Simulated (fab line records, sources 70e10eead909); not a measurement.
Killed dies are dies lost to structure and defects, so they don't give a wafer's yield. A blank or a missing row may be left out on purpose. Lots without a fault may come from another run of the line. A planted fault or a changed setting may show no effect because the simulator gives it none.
Which tool did it? | flow nand_harc | 6 lots, 18 wafers sampled, at 4 steps of a route of 1302

WHAT THE GAUGES READ, wafer by wafer
NHARC_END_SORT_01.
lot  | measured     | on        | killed_at_periphery
L795 | day 27 08:58 | prober-01 | 1 1 3
L798 | day 28 22:49 | prober-02 | 4 4 2
L802 | day 31 05:14 | prober-01 | 2 3 3
L805 | day 32 23:04 | prober-02 | 6 4 7
L809 | day 33 06:08 | prober-02 | 2 3 6
L810 | day 33 20:31 | prober-01 | 7 9 2

WHICH TOOL RAN EACH LOT (tool, then ch and the chambers of the sampled wafers, then the start)
lot  | NHARC_A_M0_PVD_20                       | NHARC_A_M0_ANNEAL_30             | NHARC_A_M1_SOFTBAKE_04
L795 | pvd_sputter-03, day 25 22:18 or earlier | rtp_anneal-02 ch 0, day 25 22:18 | litho_track-01 ch 0, day 26 00:00
L798 | pvd_sputter-02, day 27 07:08 or earlier | rtp_anneal-01 ch 0, day 27 07:08 | litho_track-06 ch 0, day 27 08:00
L802 | pvd_sputter-03, day 29 04:05 or earlier | rtp_anneal-01 ch 0, day 29 04:05 | litho_track-04 ch 0, day 29 05:00
L805 | pvd_sputter-01, day 31 00:54 or earlier | rtp_anneal-02 ch 0, day 31 00:54 | litho_track-06 ch 0, day 31 02:00
L809 | pvd_sputter-03, day 31 09:49 or earlier | rtp_anneal-02 ch 0, day 31 09:49 | litho_track-01 ch 0, day 31 11:00
L810 | pvd_sputter-02, day 32 04:55 or earlier | rtp_anneal-01 ch 0, day 32 04:55 | litho_track-01 ch 0, day 32 06:00
- NHARC_A_M0_PVD_20: deposits TaN, target thk 5 nm, time 8.06 s.
- NHARC_A_M0_ANNEAL_30: time 90 s.
- NHARC_A_M1_SOFTBAKE_04: time 55 s.

THE ANSWER, worked out from the rows above alone
Rule: what is usual is taken from the lots themselves. Put in order of their means at a reading, lots are off if they are a third of the lots or fewer, leave a main group of 4 or more, and stand apart from it by a gap of 3 or more times the standard deviation of the main group's means; of several such gaps the widest counts. A main group whose means are all the same, to the digits that the tables above print for the reading, isn't used. A lot without any number at a reading at which 4 lots or more have one is off too. The other lots that the step has rows for count as sound.
No lot is off at any reading shown: from this, nothing can be told.

WHAT THE SIMULATOR HAD PUT IN
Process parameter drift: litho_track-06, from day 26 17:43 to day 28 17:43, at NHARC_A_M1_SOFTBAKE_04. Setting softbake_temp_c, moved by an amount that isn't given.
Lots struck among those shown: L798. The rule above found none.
